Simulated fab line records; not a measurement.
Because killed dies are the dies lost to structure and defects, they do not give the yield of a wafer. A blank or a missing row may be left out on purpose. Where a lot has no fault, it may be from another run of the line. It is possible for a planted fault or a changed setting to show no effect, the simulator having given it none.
What tool caused it?    flow nand-harc    Sampling: 11 lots, 33 wafers, 5 of 1302 route steps

## WHAT THE GAUGES SHOWED, per wafer
NHARC_END_SORT_01.
lot   measured      on         killed-at-array
L132  day 24 20:22  prober-02  23 26 20
L133  day 24 19:35  prober-01  76 76 88
L137  day 26 19:24  prober-02  34 43 38
L136  day 27 06:40  prober-01  59 54 63
L139  day 27 09:52  prober-02  41 48 39
L143  day 29 03:59  prober-02  68 61 68
L147  day 30 21:44  prober-02  73 52 75
L148  day 31 12:55  prober-01  41 36 40
L151  day 32 21:18  prober-01  44 53 50
L154  day 33 03:28  prober-01  57 42 33
L153  day 33 10:32  prober-02  68 34 54

## WHAT TOOL EACH LOT RAN ON (gives the tool, then ch and the chambers of the sampled wafers, and finally the start)
lot   NHARC_A_SLIT_ETCH_29                NHARC_A_WL_FILL_STRIP_27              NHARC_A_WL_FILL_ETCHBACK_17        NHARC_A_WL_FILL_ETCHBACK_26
L132  rie-diel-10 ch 1,3, day 20 07:26    plasma-asher-01 ch 0,1, day 20 16:52  rie-metal-03 ch 0,1, day 21 05:33  rie-si-03 ch 1,2,3, day 21 10:46
L133  rie-diel-10 ch 1,3, day 20 07:58    plasma-asher-02 ch 0,1, day 20 16:43  rie-metal-02 ch 0,1, day 21 05:31  rie-si-01 ch 0,2,3, day 21 10:46
L137  rie-diel-10 ch 0,1,3, day 22 04:50  plasma-asher-02 ch 0,1, day 22 13:42  rie-metal-01 ch 0,1, day 22 23:55  rie-si-05 ch 0,2, day 23 05:10
L136  rie-diel-10 ch 1,2, day 22 19:17    plasma-asher-01 ch 0,1, day 23 04:31  rie-metal-01 ch 0,1, day 23 14:41  rie-si-03 ch 1,2,3, day 23 19:55
L139  rie-diel-10 ch 0,2,3, day 23 02:10  plasma-asher-02 ch 0,1, day 23 10:57  rie-metal-01 ch 0,1, day 23 21:09  rie-si-05 ch 1,3, day 24 02:22
L143  rie-diel-10 ch 1,2,3, day 24 19:14  plasma-asher-02 ch 0,1, day 25 04:09  rie-metal-03 ch 0,1, day 25 13:50  rie-si-05 ch 0,2,3, day 25 18:58
L147  rie-diel-10 ch 0,1,2, day 26 14:11  plasma-asher-02 ch 0,1, day 26 23:02  rie-metal-03 ch 1, day 27 07:52    rie-si-01 ch 1,2,3, day 27 13:02
L148  rie-diel-01 ch 0,2,3, day 27 04:03  plasma-asher-02 ch 0,1, day 27 11:56  rie-metal-03 ch 0,1, day 27 22:48  rie-si-01 ch 1,2,3, day 28 04:04
L151  rie-diel-10 ch 0,2, day 28 00:26    plasma-asher-01 ch 0,1, day 28 09:26  rie-metal-02 ch 0,1, day 28 23:01  rie-si-01 ch 1,2,3, day 29 04:08
L154  rie-diel-03 ch 1,2, day 28 10:44    plasma-asher-02 ch 0,1, day 28 19:46  rie-metal-01 ch 0,1, day 29 08:23  rie-si-05 ch 2,3, day 29 13:30
L153  rie-diel-01 ch 0,1, day 28 15:37    plasma-asher-02 ch 0,1, day 29 01:02  rie-metal-02 ch 0,1, day 29 11:23  rie-si-01 ch 1,2,3, day 29 16:37
- NHARC_A_SLIT_ETCH_29: etches the open film in CF4/O2, target depth 100 nm, overetch 10 nm, time 55 s.
- NHARC_A_WL_FILL_STRIP_27: strips in N2/H2, time 20 s.
- NHARC_A_WL_FILL_ETCHBACK_17: etches the open film in Cl2/BCl3, target depth 4 nm, time 26.7 s.
- NHARC_A_WL_FILL_ETCHBACK_26: etches the open film in HBr, target depth 52 nm, time 13.3 s.

## THE ANSWER, worked out from the rows above alone
Rule: usual is defined by the lots themselves. The widest of any qualifying gaps counts: lots, ordered by their means at a reading, are off when they make up no more than a third of the lots, leave a main group of 4 or more, and stand apart from it by 3 or more times the standard deviation of that group's means. The tables above print the reading to a certain number of digits; a main group whose means all agree to those digits is not used. Also off: a lot with no number at a reading for which 4 or more lots have one. Any other lot the step has rows for is counted as sound.
No lot is off at any reading shown: from this, nothing can be told.

## WHAT THE SIMULATOR HAD INSERTED
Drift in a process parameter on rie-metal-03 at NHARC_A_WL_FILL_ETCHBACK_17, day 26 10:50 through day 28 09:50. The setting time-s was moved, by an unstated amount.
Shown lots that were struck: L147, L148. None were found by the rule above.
